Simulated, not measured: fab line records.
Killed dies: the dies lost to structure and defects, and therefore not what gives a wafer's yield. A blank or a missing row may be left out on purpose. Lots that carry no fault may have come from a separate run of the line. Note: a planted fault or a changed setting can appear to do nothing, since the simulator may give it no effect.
Matching of chambers :: flow n5-finfet :: 4 sister chambers for N5_BEOL_M7_STRIP_36 on rie-diel-02
The step strips in N2/H2. 14 wafers are shown with their chamber, then 7 later ones without.

## WAFERS WITH THEIR CHAMBER
wafer: L074.3
chamber: 1
showerhead-plenum-p-Torr (Torr): 2.65
throttle-valve-pct (%): 23.2
drypump-motor-current-A (A): 6.3

wafer: L074.4
chamber: 0
showerhead-plenum-p-Torr (Torr): 2.68
throttle-valve-pct (%): 23.2
drypump-motor-current-A (A): 6.1

wafer: L074.5
chamber: 2
showerhead-plenum-p-Torr (Torr): 2.42
throttle-valve-pct (%): 24.0
drypump-motor-current-A (A): 6.2

wafer: L077.2
chamber: 3
showerhead-plenum-p-Torr (Torr): 2.70
throttle-valve-pct (%): 23.4
drypump-motor-current-A (A): 5.6

wafer: L077.4
chamber: 1
showerhead-plenum-p-Torr (Torr): 2.65
throttle-valve-pct (%): 23.2
drypump-motor-current-A (A): 6.2

wafer: L077.5
chamber: 2
showerhead-plenum-p-Torr (Torr): 2.42
throttle-valve-pct (%): 24.1
drypump-motor-current-A (A): 6.2

wafer: L087.3
chamber: 1
showerhead-plenum-p-Torr (Torr): 2.64
throttle-valve-pct (%): 23.2
drypump-motor-current-A (A): 6.2

wafer: L087.4
chamber: 3
showerhead-plenum-p-Torr (Torr): 2.69
throttle-valve-pct (%): 23.4
drypump-motor-current-A (A): 5.6

wafer: L087.6
chamber: 2
showerhead-plenum-p-Torr (Torr): 2.41
throttle-valve-pct (%): 24.1
drypump-motor-current-A (A): 6.2

wafer: L089.1
chamber: 2
showerhead-plenum-p-Torr (Torr): 2.41
throttle-valve-pct (%): 24.1
drypump-motor-current-A (A): 6.2

wafer: L089.2
chamber: 1
showerhead-plenum-p-Torr (Torr): 2.64
throttle-valve-pct (%): 23.2
drypump-motor-current-A (A): 6.2

wafer: L089.3
chamber: 3
showerhead-plenum-p-Torr (Torr): 2.69
throttle-valve-pct (%): 23.4
drypump-motor-current-A (A): 5.5

wafer: L089.4
chamber: 0
showerhead-plenum-p-Torr (Torr): 2.67
throttle-valve-pct (%): 23.3
drypump-motor-current-A (A): 6.1

wafer: L089.5
chamber: 0
showerhead-plenum-p-Torr (Torr): 2.67
throttle-valve-pct (%): 23.3
drypump-motor-current-A (A): 6.1

SIGNATURES (means of the wafers above)
reading: showerhead-plenum-p-Torr
chamber 0: 2.6733
chamber 1: 2.6450
chamber 2: 2.4150
chamber 3: 2.6933
scatter within a chamber: 0.00577

reading: throttle-valve-pct
chamber 0: 23.267
chamber 1: 23.200
chamber 2: 24.075
chamber 3: 23.400
scatter within a chamber: 0.0376

reading: drypump-motor-current-A
chamber 0: 6.100
chamber 1: 6.225
chamber 2: 6.200
chamber 3: 5.567
scatter within a chamber: 0.0376
Rule: for each reading, subtract the chamber's mean from the wafer's reading, divide by that reading's scatter and square the result; add these up over the readings and take the root, which gives the wafer's distance from the chamber. If the next closest chamber is less than 2 further off than the closest, the wafer can't be placed; otherwise it belongs to the closest. The scatter: take each reading less its chamber's mean, square it, sum over the shown wafers, divide by the number of wafers less the number of chambers, and take the root.

## WAFERS WITH NO CHAMBER GIVEN
wafer: L089.6
showerhead-plenum-p-Torr (Torr): 2.64
throttle-valve-pct (%): 23.2
drypump-motor-current-A (A): 6.2

wafer: L088.1
showerhead-plenum-p-Torr (Torr): 2.67
throttle-valve-pct (%): 23.3
drypump-motor-current-A (A): 6.0

wafer: L088.4
showerhead-plenum-p-Torr (Torr): 2.41
throttle-valve-pct (%): 24.1
drypump-motor-current-A (A): 6.2

wafer: L088.6
showerhead-plenum-p-Torr (Torr): 2.69
throttle-valve-pct (%): 23.5
drypump-motor-current-A (A): 5.6

wafer: L096.1
showerhead-plenum-p-Torr (Torr): 2.40
throttle-valve-pct (%): 24.1
drypump-motor-current-A (A): 6.2

wafer: L096.2
showerhead-plenum-p-Torr (Torr): 2.63
throttle-valve-pct (%): 23.2
drypump-motor-current-A (A): 6.2

wafer: L096.6
showerhead-plenum-p-Torr (Torr): 2.63
throttle-valve-pct (%): 23.2
drypump-motor-current-A (A): 6.2

## THE CHAMBER EACH PASSED THROUGH
wafer: L089.6
from the rows above: 1
in truth: 1

wafer: L088.1
from the rows above: 0
in truth: 0

wafer: L088.4
from the rows above: 2
in truth: 2

wafer: L088.6
from the rows above: 3
in truth: 3

wafer: L096.1
from the rows above: 2
in truth: 2

wafer: L096.2
from the rows above: 1
in truth: 1

wafer: L096.6
from the rows above: 1
in truth: 1
Correct placement for 7 of the 7. Can't be placed from these rows: 0. 0 placed wrongly.
